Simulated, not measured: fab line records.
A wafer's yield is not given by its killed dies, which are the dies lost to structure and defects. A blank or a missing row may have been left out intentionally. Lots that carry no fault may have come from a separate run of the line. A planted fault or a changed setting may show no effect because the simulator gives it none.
8D (eight disciplines) problem report, filled in by code ; flow n5Finfet ; the parts of the form that need people (team, actions taken, sign-off) are left out

== 1. THE ISSUE ==
Wafers without a fault read 408.2 nm, standard deviation 1.7; cdNm at N5_BEOL_M15_CD_MEAS_28 reads a mean of 428.5 nm on 4 wafers belonging to 2 lots. Measured from the usual mean, that is +12 standard deviations.
The step: target cd 407.6 nm.
Seen first at day 16 06:23 on cdSem-03, wafer L615.1. The record has a number at this step for 33 wafers belonging to 12 lots. By rule, "out" or "out of limits" means more than 4 standard deviations away from the usual mean. The rest of the wafers with a number are treated as sound.

== 2. WHAT IT IS AND WHAT IT IS NOT ==
question;is;is not
which readings at this step;cdNm;-
which lots;L614, L615;L596, L597, L599, L600, L601, L606, L609, L617, L618, L619
which wafers of those lots;all that have a number;-
read on which gauges;cdSem-02, cdSem-03;cdSem-01
when;from day 16 06:23;"up to then (21 sound wafers); but 8 sound wafers of L617, L618, L619 came after"

== 3. THE SUSPECTS, EACH WITH WHAT RULES IT OUT ==
Counting: a tool at a process step up to the reading stays a suspect if it ran every lot that is out and no sound lot after the first of them.
- the gauge at N5_BEOL_M15_CD_MEAS_28 has been ruled out. 2 gauges (cdSem-02, cdSem-03) read the wafers that are out.
- krfScanner-02 at N5_BEOL_M15_EXPOSE_25 (exposes mask M15, target cd 400 nm): kept. It ran every lot that is out, first L615 (day 16 06:13), and no sound lot after that; its last sound lot up to then is L600 (day 12 17:24). Out on those wafers are its own readings of exposureDoseMJCm2.
Left after counting: krfScanner-02 at N5_BEOL_M15_EXPOSE_25.

== 4. THE CAUSE (what the simulator had put in) ==
Process parameters drifting: krfScanner-02 at N5_BEOL_M15_EXPOSE_25, beginning at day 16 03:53. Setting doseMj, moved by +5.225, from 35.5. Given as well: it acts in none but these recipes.
This tool alone remained once counting was done.

== 5. THE CHAIN OF EFFECTS, in route order ==
One row per reading whose mean, taken over the struck wafers that have a number, lies over 3 standard deviations from the usual. Scope: only readings with a usual standard deviation given in the record; hours: median across lots of the time from each lot's start at the first step in this table that gives one to its start at this step; sigmas: change in usual standard deviations.
hours;step;reading;usual;on struck wafers;change;sigmas
0;N5_BEOL_M15_EXPOSE_25;exposureDoseMJCm2;35.65;40.21;+4.56;+21
0;N5_BEOL_M15_CD_MEAS_28;cdNm;408.2 nm;428.5;+20.3;+12
Its process steps:
- N5_BEOL_M15_EXPOSE_25: exposes mask M15, target cd 400 nm.

== 6. WHAT WOULD HAVE CAUGHT IT SOONER ==
3 hours passed between the start of the fault at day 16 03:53 and the first reading out of limits at a measuring or inspecting step in this record, taken at day 16 06:23.
At N5_BEOL_M15_EXPOSE_25, the tool's own readings (exposureDoseMJCm2) were out on each struck wafer the step has a row for, so an alarm limit on them would have fired on the first such wafer.
Among the 2 lots that are out, L614 began N5_BEOL_M15_EXPOSE_25 on krfScanner-02 after day 16 06:23. Had the tool been put on hold then, it would have been spared.
